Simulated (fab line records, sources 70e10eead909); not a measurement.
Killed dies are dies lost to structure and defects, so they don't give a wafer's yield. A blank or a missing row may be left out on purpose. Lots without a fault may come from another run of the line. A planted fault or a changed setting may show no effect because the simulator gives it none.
A struck lot beside a sound one | flow nand_harc | 14 steps out of a route of 1302
Sound: wafers L976.2, L976.4, L976.6. Struck: wafers L968.4, L968.6. The cause comes at the end.
At each step with rows: each side's tool, then ch and its chambers, then its first start. Under that, the readings that differ: sound wafers | struck wafers | difference of the means | sigmas: that difference in standard deviations of wafers without a fault.
alike: readings whose means differ by less than 2 such deviations, and words and numbers that are the same on both sides. not compared: withheld readings, readings that some wafer has no value for, bounds like >300 that may hide the same value, and numbers for which the record gives no deviation and whose values overlap.
The two part at a step that has a row with sigmas, a row that says differs or no value, or rows on one side only. Numbers that don't overlap but have no deviation are shown without sigmas and don't part them. A reading that every wafer of one side lacks parts them only if that side has two wafers or more.

NHARC_A_DECK1_JOINT_CMP_02: polishes SiOx.
  sound on cmp-03 ch 1,2,3, day 18 17:26; struck on cmp-01 ch 1,2, day 15 09:31
  alike: motor_current_A
then, 1 step without rows for these wafers: NHARC_A_DECK1_JOINT_SRD_15.
NHARC_A_DECK1_JOINT_DEP_16: deposits SiO2, target thk 45 nm.
  sound on pecvd-03 ch 1,2, day 18 17:48; struck on pecvd-01 ch 0,1, day 15 09:56
  alike: chamber_pressure_Torr, heater_power_w, rf_fwd_power_W, throttle_valve_pct
NHARC_A_DECK1_JOINT_THK_MEAS_17: measures by ellipsometry.
  sound on film_metro-02, day 18 18:05; struck on film_metro-02, day 15 10:08
  reading     | sound          | struck    | difference | sigmas
  thk_nm (nm) | 43.4 44.7 42.3 | 46.8 45.0 | +2.4       | +2
NHARC_A_DECK1_JOINT_INSPECT_05:
  sound on defect_inspect-02, day 18 18:07; struck on defect_inspect-01, day 15 10:10
  alike: raw_defect_count
then, 1 step without rows for these wafers: NHARC_A_ONON_D2_DEP_00 (target thk 1000 nm).
NHARC_A_ONON_D2_THK_MEAS_02: measures by ellipsometry.
  sound on film_metro-01, day 18 18:41; struck on film_metro-01, day 15 10:44
  alike: thk_nm
then, 1 step without rows for these wafers: NHARC_A_ONON_D2_DEP_03 (target thk 1000 nm).
NHARC_A_ONON_D2_THK_MEAS_05: measures by ellipsometry.
  sound on film_metro-01, day 18 19:16; struck on film_metro-01, day 15 11:18
  alike: thk_nm
then, 1 step without rows for these wafers: NHARC_A_ONON_D2_DEP_06 (target thk 1000 nm).
NHARC_A_ONON_D2_THK_MEAS_08: measures by ellipsometry.
  sound on film_metro-02, day 18 19:49; struck on film_metro-02, day 15 11:52
  alike: thk_nm
NHARC_A_ONON_D2_DEP_09: target thk 1000 nm.
  sound on pecvd_onon-02 ch 0, day 18 19:56; struck on pecvd_onon-02 ch 0, day 15 12:06
NHARC_A_ONON_D2_THK_MEAS_11: measures by ellipsometry.
  sound on film_metro-01, day 18 20:23; struck on film_metro-01, day 15 12:26
  reading     | sound          | struck  | difference | sigmas
  thk_nm (nm) | 1006 1007 1008 | 643 643 | -364       | -28
then, 1 step without rows for these wafers: NHARC_A_ONON_D2_DEP_12 (target thk 1000 nm).

WHERE THEY PART
First at NHARC_A_DECK1_JOINT_THK_MEAS_17; last, within this record, at NHARC_A_ONON_D2_THK_MEAS_11.

WHY: what the simulator had put in
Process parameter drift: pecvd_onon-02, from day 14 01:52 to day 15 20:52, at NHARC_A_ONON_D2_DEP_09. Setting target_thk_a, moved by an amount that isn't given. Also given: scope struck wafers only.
